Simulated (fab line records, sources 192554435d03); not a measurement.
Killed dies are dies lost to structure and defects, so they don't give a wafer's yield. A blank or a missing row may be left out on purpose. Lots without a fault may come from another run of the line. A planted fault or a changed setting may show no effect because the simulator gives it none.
One fault seen from 2 desks | flow n5_finfet | each desk has only its own numbers; what lay behind them comes last

THE TOOL OWNER'S DESK: pvd_sputter-01
The tool's own readings at N5_BEOL_M0_SPUTTER_141 (material Cu, target thk 4 nm, time 7.37 s): means of the sampled wafers that have a number, for each lot that ran on this tool. A lot is out of limits, marked OUT, if its mean lies more than 4 standard deviations from the usual mean; the brackets give that distance.
Columns: A = throttle_valve_pct at N5_BEOL_M0_SPUTTER_141, usual 30.5 %
lot  | first seen here | A
L569 | day 6 13:17     | 30.3
L573 | day 7 19:16     | 30.0
L577 | day 8 16:50     | 30.1
L578 | day 9 08:07     | 30.3
L579 | day 9 10:56     | 30.4
L585 | day 10 06:59    | 30.3
L586 | day 10 14:54    | 29.7
This desk's finding: nothing out of limits on any of the 7 lots.

THE METROLOGY DESK
What the gauges read, lot by lot, whatever tool the lot ran on: means of the sampled wafers that have a number. A lot is out of limits, marked OUT, if its mean lies more than 4 standard deviations from the usual mean; the brackets give that distance.
Columns: A = cd_nm at N5_MIM_BOT_LITHO_CD_MEAS_08, usual 2999.9 nm
lot  | first seen here | A
L567 | day 12 17:20    | 3000.3
L568 | day 12 21:41    | 3000.1
L569 | day 12 22:40    | 2999.0
L570 | day 13 02:23    | 2999.7
L573 | day 13 17:24    | 2999.9
L575 | day 14 05:14    | 3000.1
L577 | day 14 19:27    | 2998.9
L578 | day 14 22:58    | 2999.9
L579 | day 15 16:20    | 3002.7
L582 | day 15 16:30    | 2998.5
L585 | day 16 08:48    | 3000.4
L586 | day 17 05:58    | 3000.2
This desk's finding: nothing out of limits on any of the 12 lots.

PUT TOGETHER
The tool owner's desk saw nothing out of limits.
The metrology desk saw nothing out of limits.

WHAT THE SIMULATOR HAD PUT IN
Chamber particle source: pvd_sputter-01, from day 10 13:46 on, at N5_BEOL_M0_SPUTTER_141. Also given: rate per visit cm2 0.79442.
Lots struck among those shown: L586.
